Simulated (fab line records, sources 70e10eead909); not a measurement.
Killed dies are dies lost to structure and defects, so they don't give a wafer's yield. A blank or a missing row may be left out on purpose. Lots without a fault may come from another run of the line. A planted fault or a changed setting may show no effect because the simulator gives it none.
Chamber matching | flow nand_harc | NHARC_A_CHANNEL_HOLE_D1_DESCUM_15 on rie_diel-07: 4 sister chambers
The step chemistry O2, time 3 s. 4 wafers are shown with their chamber, then 12 later ones without.

WAFERS WITH THEIR CHAMBER
wafer  | chamber | drypump_motor_current_A (A)
L088.1 | 2       | 6.6
L089.1 | 3       | 5.9
L089.2 | 0       | 5.5
L089.3 | 1       | 5.4

WAFERS WITHOUT THEIR CHAMBER
wafer  | drypump_motor_current_A (A)
L092.1 | 6.6
L092.2 | 5.5
L092.4 | 5.4
L095.1 | 5.6
L095.3 | 5.4
L095.4 | 6.6
L096.1 | 5.9
L096.2 | 5.5
L096.3 | 6.6
L097.1 | 6.6
L097.5 | 5.6
L097.6 | 5.4

WHICH CHAMBER EACH WENT THROUGH
wafer  | from the rows above | in truth
L092.1 | 2                   | 2
L092.2 | 0                   | 0
L092.4 | 1                   | 1
L095.1 | 0                   | 0
L095.3 | 1                   | 1
L095.4 | 2                   | 2
L096.1 | 3                   | 3
L096.2 | 0                   | 0
L096.3 | 2                   | 2
L097.1 | 2                   | 2
L097.5 | 0                   | 0
L097.6 | 1                   | 1
Placed correctly: 12 of 12. Can't be placed from these rows: 0. Placed wrongly: 0.
How it was worked out, from the rows above alone: a wafer's distance from a chamber is the root of the sum, over the readings, of the square of ((its reading less the chamber's mean) divided by the reading's scatter). The wafer belongs to the nearest chamber; if the next one is less than 2 further off, it can't be placed. A chamber's mean is the mean of its shown wafers. The scatter: with one shown wafer a chamber, the root of the mean of the squares of how far each hidden wafer lies from its nearest shown one.
